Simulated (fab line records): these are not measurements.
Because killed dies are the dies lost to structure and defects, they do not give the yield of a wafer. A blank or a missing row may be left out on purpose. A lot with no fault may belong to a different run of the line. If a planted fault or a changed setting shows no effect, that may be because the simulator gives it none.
Matching of chambers ; flow nandHarc ; 4 sister chambers for NHARC_P_M2_DESCUM_14 on rieDiel-07
The step chemistry O2, time 3 s. 4 wafers are shown with their chamber, then 9 later ones without.

WAFERS, EACH WITH ITS CHAMBER
wafer;chamber;drypumpMotorCurrentA (A)
L087.6;1;6.0
L092.2;0;6.3
L092.3;2;5.6
L092.4;3;5.4

WAFERS WITHOUT THEIR CHAMBER
wafer;drypumpMotorCurrentA (A)
L095.2;5.4
L095.5;5.3
L095.6;6.3
L096.1;6.2
L096.3;6.0
L096.6;5.6
L097.1;5.5
L097.2;6.3
L097.3;5.4

THE CHAMBER EACH PASSED THROUGH
wafer;from the rows above;in truth
L095.2;3;3
L095.5;3;3
L095.6;0;0
L096.1;can't be placed: 0 or 1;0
L096.3;1;1
L096.6;2;2
L097.1;can't be placed: 2 or 3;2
L097.2;0;0
L097.3;3;3
Placed correctly: 7 of 9. Can't be placed from these rows: 2 (the true chamber is among the candidates in 2). 0 placed wrongly.
How it was worked out, from the rows above alone: a wafer's distance from a chamber is the root of the sum, over the readings, of the square of ((its reading less the chamber's mean) divided by the reading's scatter). If the next closest chamber is less than 2 further off than the closest, the wafer can't be placed; otherwise it belongs to the closest. For every chamber, the mean is computed from those of its wafers that are shown. The scatter: root of mean squared gap, hidden wafer to nearest shown wafer, with one shown wafer a chamber.
